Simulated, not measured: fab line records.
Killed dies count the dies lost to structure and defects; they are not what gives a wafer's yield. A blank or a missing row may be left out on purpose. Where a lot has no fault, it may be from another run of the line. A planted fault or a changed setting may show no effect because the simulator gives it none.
The tool behind it: which one? :: flow n5_finfet :: 15 lots with 43 wafers sampled at 4 steps, on a route of 1938 steps

WHAT THE GAUGES READ, wafer by wafer
N5_BEOL_M6_CD_MEAS_28 targets a cd of 40 nm. Usual: 40.18 nm for cd_nm, sd 0.27.
lot: L461
measured: day 9 00:45
on: cd_sem-02
cd_nm (nm): 39.88 39.57 39.75
flag: 

lot: L462
measured: day 9 00:32
on: cd_sem-01
cd_nm (nm): 39.75 40.13 40.01
flag: 

lot: L465
measured: day 9 12:59
on: cd_sem-03
cd_nm (nm): 40.46 40.82
flag: 

lot: L466
measured: day 9 23:17
on: cd_sem-02
cd_nm (nm): 40.14 39.98 40.05
flag: 

lot: L468
measured: day 10 05:31
on: cd_sem-03
cd_nm (nm): 40.53 40.08 40.11
flag: 

lot: L467
measured: day 10 08:22
on: cd_sem-01
cd_nm (nm): 40.60 40.62 40.57
flag: 

lot: L470
measured: day 10 14:57
on: cd_sem-01
cd_nm (nm): - - -
flag: OFF

lot: L469
measured: day 10 23:14
on: cd_sem-02
cd_nm (nm): - - -
flag: OFF

lot: L471
measured: day 11 01:21
on: cd_sem-01
cd_nm (nm): - - -
flag: OFF

lot: L472
measured: day 11 05:37
on: cd_sem-02
cd_nm (nm): 40.53 40.11 40.08
flag: 

lot: L478
measured: day 13 06:26
on: cd_sem-01
cd_nm (nm): 40.17 39.96 40.48
flag: 

lot: L481
measured: day 13 13:16
on: cd_sem-01
cd_nm (nm): 40.46 40.18 39.95
flag: 

lot: L479
measured: day 13 13:26
on: cd_sem-02
cd_nm (nm): 40.01 40.12 39.85
flag: 

lot: L482
measured: day 13 15:22
on: cd_sem-01
cd_nm (nm): 39.65 39.99 40.16
flag: 

lot: L483
measured: day 14 13:49
on: cd_sem-01
cd_nm (nm): 40.07 40.27
flag: 

EACH LOT AND THE TOOL THAT RAN IT (in order: tool; ch and the chambers of the sampled wafers; start)
lot: L461
N5_BEOL_M6_HM_DEP_02: pvd_sputter-02, day 8 21:02
N5_BEOL_M6_STRIP_67: rie_diel-05 ch 0,3, day 8 21:51
N5_BEOL_M6_EXPOSE_25: euv_scanner-01 ch 0, day 9 00:37

lot: L462
N5_BEOL_M6_HM_DEP_02: pvd_sputter-02, day 8 21:08
N5_BEOL_M6_STRIP_67: rie_diel-05 ch 0,3, day 8 22:17
N5_BEOL_M6_EXPOSE_25: euv_scanner-01 ch 0, day 9 00:25

lot: L465
N5_BEOL_M6_HM_DEP_02: pvd_sputter-01, day 9 10:59
N5_BEOL_M6_STRIP_67: rie_diel-04 ch 0,2, day 9 12:27
N5_BEOL_M6_EXPOSE_25: euv_scanner-02 ch 0, day 9 12:52

lot: L466
N5_BEOL_M6_HM_DEP_02: pvd_sputter-03, day 9 19:23
N5_BEOL_M6_STRIP_67: rie_diel-04 ch 0,1,3, day 9 21:05
N5_BEOL_M6_EXPOSE_25: euv_scanner-01 ch 0, day 9 23:10

lot: L468
N5_BEOL_M6_HM_DEP_02: pvd_sputter-03, day 10 03:27
N5_BEOL_M6_STRIP_67: rie_diel-04 ch 1,3, day 10 04:32
N5_BEOL_M6_EXPOSE_25: euv_scanner-02 ch 0, day 10 05:23

lot: L467
N5_BEOL_M6_HM_DEP_02: pvd_sputter-02, day 10 05:02
N5_BEOL_M6_STRIP_67: rie_diel-03 ch 0,1,3, day 10 05:44
N5_BEOL_M6_EXPOSE_25: euv_scanner-02 ch 0, day 10 08:14

lot: L470
N5_BEOL_M6_HM_DEP_02: pvd_sputter-03, day 10 12:43
N5_BEOL_M6_STRIP_67: rie_diel-03 ch 1,2, day 10 13:32
N5_BEOL_M6_EXPOSE_25: euv_scanner-01, day 10 14:50

lot: L469
N5_BEOL_M6_HM_DEP_02: pvd_sputter-01, day 10 21:51
N5_BEOL_M6_STRIP_67: rie_diel-03 ch 1,3, day 10 22:40
N5_BEOL_M6_EXPOSE_25: euv_scanner-01, day 10 23:06

lot: L471
N5_BEOL_M6_HM_DEP_02: pvd_sputter-02, day 10 23:57
N5_BEOL_M6_STRIP_67: rie_diel-03 ch 0,1, day 11 00:46
N5_BEOL_M6_EXPOSE_25: euv_scanner-01, day 11 01:14

lot: L472
N5_BEOL_M6_HM_DEP_02: pvd_sputter-01, day 11 04:01
N5_BEOL_M6_STRIP_67: rie_diel-04 ch 0,2, day 11 04:50
N5_BEOL_M6_EXPOSE_25: euv_scanner-01 ch 0, day 11 05:29

lot: L478
N5_BEOL_M6_HM_DEP_02: pvd_sputter-03, day 13 03:04
N5_BEOL_M6_STRIP_67: rie_diel-05 ch 0,1,2, day 13 03:58
N5_BEOL_M6_EXPOSE_25: euv_scanner-02 ch 0, day 13 06:19

lot: L481
N5_BEOL_M6_HM_DEP_02: pvd_sputter-01, day 13 10:17
N5_BEOL_M6_STRIP_67: rie_diel-05 ch 0,1,3, day 13 11:14
N5_BEOL_M6_EXPOSE_25: euv_scanner-02 ch 0, day 13 13:08

lot: L479
N5_BEOL_M6_HM_DEP_02: pvd_sputter-02, day 13 10:20
N5_BEOL_M6_STRIP_67: rie_diel-04 ch 1,3, day 13 11:23
N5_BEOL_M6_EXPOSE_25: euv_scanner-01 ch 0, day 13 13:18

lot: L482
N5_BEOL_M6_HM_DEP_02: pvd_sputter-01, day 13 13:47
N5_BEOL_M6_STRIP_67: rie_diel-03 ch 0,1,2, day 13 14:40
N5_BEOL_M6_EXPOSE_25: euv_scanner-01 ch 0, day 13 15:14

lot: L483
N5_BEOL_M6_HM_DEP_02: pvd_sputter-02, day 14 07:12
N5_BEOL_M6_STRIP_67: rie_diel-04 ch 1,2, day 14 08:11
N5_BEOL_M6_EXPOSE_25: euv_scanner-01 ch 0, day 14 13:41
- N5_BEOL_M6_HM_DEP_02: deposits TiN, target thk 20 nm.
- N5_BEOL_M6_STRIP_67: strips in CF4.
- N5_BEOL_M6_EXPOSE_25: exposes mask V5, target cd 40 nm.

WHAT THE TOOLS THEMSELVES READ (means of the sampled wafers that have a number; where no wafer has one, the mark that the record gives instead)
N5_BEOL_M6_HM_DEP_02. Usual: 30.2 % for throttle_valve_pct, sd 1.3.
lot: L461
tool: pvd_sputter-02
throttle_valve_pct (%): 30.0
flag: 

lot: L462
tool: pvd_sputter-02
throttle_valve_pct (%): 31.1
flag: 

lot: L465
tool: pvd_sputter-01
throttle_valve_pct (%): 29.0
flag: 

lot: L466
tool: pvd_sputter-03
throttle_valve_pct (%): 31.9
flag: 

lot: L468
tool: pvd_sputter-03
throttle_valve_pct (%): 31.7
flag: 

lot: L467
tool: pvd_sputter-02
throttle_valve_pct (%): 30.7
flag: 

lot: L470
tool: pvd_sputter-03
throttle_valve_pct (%): 30.6
flag: 

lot: L469
tool: pvd_sputter-01
throttle_valve_pct (%): 29.0
flag: 

lot: L471
tool: pvd_sputter-02
throttle_valve_pct (%): 29.2
flag: 

lot: L472
tool: pvd_sputter-01
throttle_valve_pct (%): 29.6
flag: 

lot: L478
tool: pvd_sputter-03
throttle_valve_pct (%): 29.7
flag: 

lot: L481
tool: pvd_sputter-01
throttle_valve_pct (%): 29.7
flag: 

lot: L479
tool: pvd_sputter-02
throttle_valve_pct (%): 30.3
flag: 

lot: L482
tool: pvd_sputter-01
throttle_valve_pct (%): 28.9
flag: 

lot: L483
tool: pvd_sputter-02
throttle_valve_pct (%): 31.0
flag: 

N5_BEOL_M6_STRIP_67. Usual: chamber_pressure_mTorr 49.99 mTorr, standard deviation 0.047; drypump_motor_current_A 5.6 A, standard deviation 0.45; oes_product_au 0.81 a.u., standard deviation 0.092; rf_vpp_V 271.0 V, standard deviation 1.9; showerhead_plenum_p_Torr 1.79 Torr, standard deviation 0.074; throttle_valve_pct 13.5 %, standard deviation 0.35.
lot: L461
tool: rie_diel-05
chamber_pressure_mTorr (mTorr): 50.00
drypump_motor_current_A (A): 5.8
oes_product_au (a.u.): 0.89
rf_vpp_V (V): 271.8
showerhead_plenum_p_Torr (Torr): 1.79
throttle_valve_pct (%): 13.3
flag: 

lot: L462
tool: rie_diel-05
chamber_pressure_mTorr (mTorr): 49.96
drypump_motor_current_A (A): 5.8
oes_product_au (a.u.): 0.89
rf_vpp_V (V): 270.9
showerhead_plenum_p_Torr (Torr): 1.79
throttle_valve_pct (%): 13.3
flag: 

lot: L465
tool: rie_diel-04
chamber_pressure_mTorr (mTorr): 49.97
drypump_motor_current_A (A): 5.8
oes_product_au (a.u.): 0.80
rf_vpp_V (V): 269.4
showerhead_plenum_p_Torr (Torr): 1.75
throttle_valve_pct (%): 13.5
flag: 

lot: L466
tool: rie_diel-04
chamber_pressure_mTorr (mTorr): 50.00
drypump_motor_current_A (A): 5.3
oes_product_au (a.u.): 0.86
rf_vpp_V (V): 271.8
showerhead_plenum_p_Torr (Torr): 1.80
throttle_valve_pct (%): 13.3
flag: 

lot: L468
tool: rie_diel-04
chamber_pressure_mTorr (mTorr): 49.94
drypump_motor_current_A (A): 5.0
oes_product_au (a.u.): 0.80
rf_vpp_V (V): 270.6
showerhead_plenum_p_Torr (Torr): 1.77
throttle_valve_pct (%): 13.6
flag: 

lot: L467
tool: rie_diel-03
chamber_pressure_mTorr (mTorr): 49.99
drypump_motor_current_A (A): 5.6
oes_product_au (a.u.): 0.77
rf_vpp_V (V): 272.0
showerhead_plenum_p_Torr (Torr): 1.81
throttle_valve_pct (%): 13.7
flag: 

lot: L470
tool: rie_diel-03
chamber_pressure_mTorr (mTorr): 49.97
drypump_motor_current_A (A): 5.5
oes_product_au (a.u.): 0.77
rf_vpp_V (V): 269.4
showerhead_plenum_p_Torr (Torr): 1.72
throttle_valve_pct (%): 13.7
flag: 

lot: L469
tool: rie_diel-03
chamber_pressure_mTorr (mTorr): 50.00
drypump_motor_current_A (A): 5.8
oes_product_au (a.u.): 0.73
rf_vpp_V (V): 269.9
showerhead_plenum_p_Torr (Torr): 1.75
throttle_valve_pct (%): 14.0
flag: 

lot: L471
tool: rie_diel-03
chamber_pressure_mTorr (mTorr): 50.01
drypump_motor_current_A (A): 5.8
oes_product_au (a.u.): 0.78
rf_vpp_V (V): 271.2
showerhead_plenum_p_Torr (Torr): 1.78
throttle_valve_pct (%): 13.7
flag: 

lot: L472
tool: rie_diel-04
chamber_pressure_mTorr (mTorr): 49.97
drypump_motor_current_A (A): 6.0
oes_product_au (a.u.): 0.76
rf_vpp_V (V): 270.5
showerhead_plenum_p_Torr (Torr): 1.73
throttle_valve_pct (%): 13.7
flag: 

lot: L478
tool: rie_diel-05
chamber_pressure_mTorr (mTorr): 50.04
drypump_motor_current_A (A): 6.2
oes_product_au (a.u.): 0.83
rf_vpp_V (V): 271.7
showerhead_plenum_p_Torr (Torr): 1.78
throttle_valve_pct (%): 13.5
flag: 

lot: L481
tool: rie_diel-05
chamber_pressure_mTorr (mTorr): 50.02
drypump_motor_current_A (A): 6.1
oes_product_au (a.u.): 0.85
rf_vpp_V (V): 270.7
showerhead_plenum_p_Torr (Torr): 1.83
throttle_valve_pct (%): 13.5
flag: 

lot: L479
tool: rie_diel-04
chamber_pressure_mTorr (mTorr): 49.97
drypump_motor_current_A (A): 5.2
oes_product_au (a.u.): 0.81
rf_vpp_V (V): 272.0
showerhead_plenum_p_Torr (Torr): 1.82
throttle_valve_pct (%): 13.5
flag: 

lot: L482
tool: rie_diel-03
chamber_pressure_mTorr (mTorr): 50.03
drypump_motor_current_A (A): 5.6
oes_product_au (a.u.): 0.76
rf_vpp_V (V): 271.1
showerhead_plenum_p_Torr (Torr): 1.77
throttle_valve_pct (%): 13.6
flag: 

lot: L483
tool: rie_diel-04
chamber_pressure_mTorr (mTorr): 50.03
drypump_motor_current_A (A): 5.6
oes_product_au (a.u.): 0.80
rf_vpp_V (V): 271.2
showerhead_plenum_p_Torr (Torr): 1.80
throttle_valve_pct (%): 13.7
flag: 

N5_BEOL_M6_EXPOSE_25. Usual: exposure_dose_mJ_cm2 45.2, standard deviation 0.33; focus_offset_nm 0.1 nm, standard deviation 0.57.
lot: L461
tool: euv_scanner-01
exposure_dose_mJ_cm2: 44.9
focus_offset_nm (nm): 0.6
flag: 

lot: L462
tool: euv_scanner-01
exposure_dose_mJ_cm2: 44.9
focus_offset_nm (nm): 0.7
flag: 

lot: L465
tool: euv_scanner-02
exposure_dose_mJ_cm2: 45.6
focus_offset_nm (nm): -0.4
flag: 

lot: L466
tool: euv_scanner-01
exposure_dose_mJ_cm2: 44.9
focus_offset_nm (nm): 0.2
flag: 

lot: L468
tool: euv_scanner-02
exposure_dose_mJ_cm2: 45.5
focus_offset_nm (nm): 0.3
flag: 

lot: L467
tool: euv_scanner-02
exposure_dose_mJ_cm2: 45.6
focus_offset_nm (nm): 0.1
flag: 

lot: L470
tool: euv_scanner-01
exposure_dose_mJ_cm2: -
focus_offset_nm (nm): -
flag: OFF

lot: L469
tool: euv_scanner-01
exposure_dose_mJ_cm2: -
focus_offset_nm (nm): -
flag: OFF

lot: L471
tool: euv_scanner-01
exposure_dose_mJ_cm2: -
focus_offset_nm (nm): -
flag: OFF

lot: L472
tool: euv_scanner-01
exposure_dose_mJ_cm2: 44.9
focus_offset_nm (nm): 0.0
flag: 

lot: L478
tool: euv_scanner-02
exposure_dose_mJ_cm2: 45.6
focus_offset_nm (nm): 0.2
flag: 

lot: L481
tool: euv_scanner-02
exposure_dose_mJ_cm2: 45.5
focus_offset_nm (nm): 0.0
flag: 

lot: L479
tool: euv_scanner-01
exposure_dose_mJ_cm2: 44.9
focus_offset_nm (nm): 0.6
flag: 

lot: L482
tool: euv_scanner-01
exposure_dose_mJ_cm2: 44.9
focus_offset_nm (nm): -0.1
flag: 

lot: L483
tool: euv_scanner-01
exposure_dose_mJ_cm2: 44.9
focus_offset_nm (nm): -0.0
flag: 

THE ANSWER, worked out from the rows above alone
Rule: a lot counts as off when the mean over its wafers that have a number is more than 3 standard deviations away from the usual mean. A lot without any number at a reading at which 4 lots or more have one is off too. Any other lot the step has rows for is counted as sound. First the gauges in route order, then the tools' own readings, where a lot's mean is used as printed above. The first step at which some lot is off is used, and at that step the reading that is off furthest; a lot without a number counts as furthest.
Off: L470, L469, L471 (N5_BEOL_M6_CD_MEAS_28, cd_nm). Without a number there: L470, L469, L471.
A tool fits if, at a process step before that reading, it ran every lot that is off, and no sound lot after the first of them. The gauges at N5_BEOL_M6_CD_MEAS_28 aren't tried: what is off there is off at N5_BEOL_M6_EXPOSE_25 too, on other tools, and a gauge's error can't cause that. None of those tried fits.

WHAT THE SIMULATOR HAD INSERTED
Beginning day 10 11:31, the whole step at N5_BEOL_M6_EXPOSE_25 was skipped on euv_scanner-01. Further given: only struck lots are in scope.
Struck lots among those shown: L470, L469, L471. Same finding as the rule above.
